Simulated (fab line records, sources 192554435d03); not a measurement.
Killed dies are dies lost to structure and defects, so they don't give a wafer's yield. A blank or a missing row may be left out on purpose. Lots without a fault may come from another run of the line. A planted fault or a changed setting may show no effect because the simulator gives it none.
Problem report in the 8D (eight disciplines) form, filled by code | flow n5_finfet | the parts of the form that need people (team, actions taken, sign-off) are left out

1. THE PROBLEM
killed_at_M4_up at N5_PASSIVATION_PROBE_49 reads a mean of 1088 on 6 wafers of 2 lots; wafers without a fault read 13 with a standard deviation of 5.9. That is +99 or more standard deviations from the usual mean.
First seen on wafer L269.1, day 17 22:40, on prober-02. The record holds 6 wafers of 2 lots with a number at this step. Rule for "out", or "out of limits": more than 4 standard deviations from the usual mean. The other wafers with a number count as sound.

2. WHAT IT IS AND WHAT IT IS NOT
question                    | is                                                                                                                  | is not
which readings at this step | killed_at_M4_up, defect_limited_yield, killed_dies, killed_on_rim, sort_bin_5_function, sort_n_pass, sort_yield_pct | killed_at_M0_to_M3, killed_at_contacts, killed_at_front_end, killed_short, sort_bin_8_speed
which lots                  | L269, L272                                                                                                          | -
which wafers of those lots  | all that have a number                                                                                              | -
read on which tools         | prober-02                                                                                                           | -
when                        | from day 17 22:40                                                                                                   | up to then (0 sound wafers)

3. SUSPECTS, AND WHAT RULES EACH OUT
Counting: a tool at a process step up to the reading stays a suspect if it ran every lot that is out and no sound lot after the first of them.
- rie_diel-01 at N5_BEOL_M14_VIA_ETCH_16 (etches SiO2 in C4F8/O2/Ar, target depth 1231.3 nm): kept. It ran every lot that is out, first L269 (day 16 21:23), and no sound lot after that.
- rie_diel-01 at N5_BEOL_M14_ETCH_67 (etches SiARC in CF4, target depth 143 nm, time 238.3 s): kept. It ran every lot that is out, first L269 (day 16 22:19), and no sound lot after that.
- pvd_sputter-03 at N5_BEOL_M14_SPUTTER_44 (material Ta, target thk 15 nm, time 24.19 s): kept. It ran every lot that is out, first L269 (day 17 00:29), and no sound lot after that.
- prober-02 at N5_PASSIVATION_PROBE_49: kept. It ran every lot that is out, first L269 (day 17 22:40), and no sound lot after that. Its own readings are out on those wafers: defect_limited_yield, killed_at_M4_up, killed_dies, killed_on_rim, sort_bin_5_function, sort_n_pass, sort_yield_pct.
Left after counting: rie_diel-01 at N5_BEOL_M14_VIA_ETCH_16, rie_diel-01 at N5_BEOL_M14_ETCH_67, pvd_sputter-03 at N5_BEOL_M14_SPUTTER_44, prober-02 at N5_PASSIVATION_PROBE_49.

4. THE CAUSE (what the simulator had put in)
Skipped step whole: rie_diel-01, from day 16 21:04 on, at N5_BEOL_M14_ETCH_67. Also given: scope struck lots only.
Counting left 4 suspects, and this tool is among them.

5. THE CHAIN OF EFFECTS, in route order
Each row: a reading whose mean over the struck wafers that have a number lies more than 3 standard deviations from the usual. Only readings for which the record gives a usual standard deviation are gone through. hours: the time from each lot's start at the first step in this table that gives one to its start at this step, as a median over the lots. sigmas: the change in usual standard deviations.
hours | step                    | reading              | usual  | on struck wafers | change | sigmas
0     | N5_PASSIVATION_PROBE_49 | defect_limited_yield | 90.9 % | 0.0              | -90.9  | -65
0     | N5_PASSIVATION_PROBE_49 | killed_at_M4_up      | 13     | 1088             | +1075  | +99 or more
0     | N5_PASSIVATION_PROBE_49 | killed_dies          | 107    | 1180             | +1073  | +67
0     | N5_PASSIVATION_PROBE_49 | killed_on_rim        | 14     | 152              | +138   | +38
0     | N5_PASSIVATION_PROBE_49 | sort_bin_5_function  | 5.3 %  | 96.3             | +91.0  | +97
0     | N5_PASSIVATION_PROBE_49 | sort_n_pass          | 1073   | 0                | -1073  | -67
0     | N5_PASSIVATION_PROBE_49 | sort_yield_pct       | 90.9 % | 0.0              | -90.9  | -65
The process steps in it:
- N5_PASSIVATION_PROBE_49
Readings that are blank on the struck wafers while sound wafers have them: bias_w at N5_BEOL_M14_ETCH_67; cf4_flow_sccm at N5_BEOL_M14_ETCH_67; drypump_motor_current_A at N5_BEOL_M14_ETCH_67; etch_rf_on_time_s at N5_BEOL_M14_ETCH_67; oes_product_au at N5_BEOL_M14_ETCH_67; rf_vpp_V at N5_BEOL_M14_ETCH_67; showerhead_plenum_p_Torr at N5_BEOL_M14_ETCH_67; throttle_valve_pct at N5_BEOL_M14_ETCH_67; and 1 more.

6. WHAT WOULD HAVE CAUGHT IT SOONER
In this record the first reading out of limits was taken at day 17 22:40, 26 hours after the fault began at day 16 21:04.
Between N5_BEOL_M14_ETCH_67 and N5_PASSIVATION_PROBE_49, N5_BEOL_M14_OCD_MEAS_35 gave no trench_depth_nm on the struck wafers, where sound wafers have one: a measuring or inspecting step that comes back empty is itself a sign.
At N5_BEOL_M14_ETCH_67 the tool's readings are blank on the struck wafers, where sound wafers have them: an empty tool record is the first sign, and it was there at once.
All the lots that are out (2) had begun N5_BEOL_M14_ETCH_67 on rie_diel-01 by day 17 22:40. A hold on the tool at that time would have spared none of them.
